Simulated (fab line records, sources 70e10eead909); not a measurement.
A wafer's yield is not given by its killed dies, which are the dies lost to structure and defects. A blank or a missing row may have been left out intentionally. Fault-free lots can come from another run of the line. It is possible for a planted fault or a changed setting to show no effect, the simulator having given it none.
Which tool did it?    flow nand harc    12 lots, 36 wafers sampled, at 4 steps of a route of 1159

== WHAT EACH GAUGE READ, for each wafer ==
NHARC_P_CONTACT_CD_MEAS_19.
lot   measured      on         cd nm (nm)
L075  day 5 14:49   cd sem-02  86.9 89.2 88.3
L076  day 6 01:37   cd sem-02  90.4 92.3 90.3
L079  day 6 17:04   cd sem-03  87.6 90.6 88.6
L081  day 7 06:50   cd sem-03  84.2 90.6 86.7
L083  day 7 19:22   cd sem-02  91.7 87.8 88.2
L085  day 8 23:20   cd sem-03  90.5 89.0 92.4
L087  day 8 20:25   cd sem-03  86.1 87.2 86.4
L089  day 9 10:47   cd sem-02  88.1 88.0 88.5
L091  day 9 20:19   cd sem-03  92.0 92.1 92.2
L093  day 10 05:40  cd sem-02  86.8 88.7 86.7
L095  day 10 23:48  cd sem-03  88.7 90.5 90.8
L097  day 11 03:34  cd sem-03  87.3 90.7 91.3

== WHAT TOOL EACH LOT RAN ON (gives the tool, then ch and the chambers of the sampled wafers, and finally the start) ==
lot   NHARC_P_STI_DESCUM_14              NHARC_P_GATE_DESCUM_31             NHARC_P_GATE_STRIP_112
L075  rie diel-08 ch 1,2,3, day 2 13:50  rie diel-03 ch 0,2,3, day 4 16:16  plasma asher-02 ch 0,1, day 5 06:56
L076  rie diel-08 ch 0,2,3, day 3 02:39  rie diel-10 ch 2,3, day 5 04:53    plasma asher-02 ch 0,1, day 5 18:58
L079  rie diel-07 ch 0,2,3, day 3 13:43  rie diel-11 ch 0,2,3, day 5 20:08  plasma asher-01 ch 0,1, day 6 10:05
L081  rie diel-07 ch 1,2,3, day 4 05:35  rie diel-11 ch 0,2,3, day 6 09:34  plasma asher-02 ch 0, day 7 00:01
L083  rie diel-07 ch 0,2, day 4 19:42    rie diel-03 ch 0,3, day 6 21:41    plasma asher-02 ch 0,1, day 7 12:12
L085  rie diel-04 ch 0,2,3, day 5 06:28  rie diel-03 ch 0,1,3, day 8 00:01  plasma asher-01 ch 0,1, day 8 16:17
L087  rie diel-08 ch 0,3, day 5 18:28    rie diel-03 ch 1,2, day 7 23:16    plasma asher-02 ch 0,1, day 8 13:37
L089  rie diel-04 ch 0,1, day 6 06:47    rie diel-03 ch 0,2, day 8 11:20    plasma asher-01 ch 0,1, day 9 03:32
L091  rie diel-04 ch 1,2, day 6 19:53    rie diel-10 ch 2,3, day 8 22:35    plasma asher-02 ch 0,1, day 9 12:44
L093  rie diel-07 ch 0,1, day 7 05:23    rie diel-10 ch 0,2,3, day 9 08:02  plasma asher-02 ch 0,1, day 9 22:11
L095  rie diel-07 ch 2,3, day 7 19:38    rie diel-11 ch 0,3, day 10 01:57   plasma asher-02 ch 0,1, day 10 16:24
L097  rie diel-04 ch 1,2,3, day 8 02:08  rie diel-10 ch 1,2, day 10 06:00   plasma asher-02 ch 0,1, day 10 20:38
- NHARC_P_STI_DESCUM_14: chemistry O2, time 3 s.
- NHARC_P_GATE_DESCUM_31: chemistry O2, time 3 s.
- NHARC_P_GATE_STRIP_112: strips in N2/H2, time 200 s.

== THE ANSWER, worked out from the rows above alone ==
Rule: usual is defined by the lots themselves. The widest of any qualifying gaps counts: lots, ordered by their means at a reading, are off when they make up no more than a third of the lots, leave a main group of 4 or more, and stand apart from it by 3 or more times the standard deviation of that group's means. Not used: any main group whose means are identical at the precision the tables above print for the reading. Also off: a lot with no number at a reading for which 4 or more lots have one. All remaining lots with rows at the step are treated as sound.
Nothing can be told from this: no lot is off at any reading shown.

== WHAT THE SIMULATOR HAD INSERTED ==
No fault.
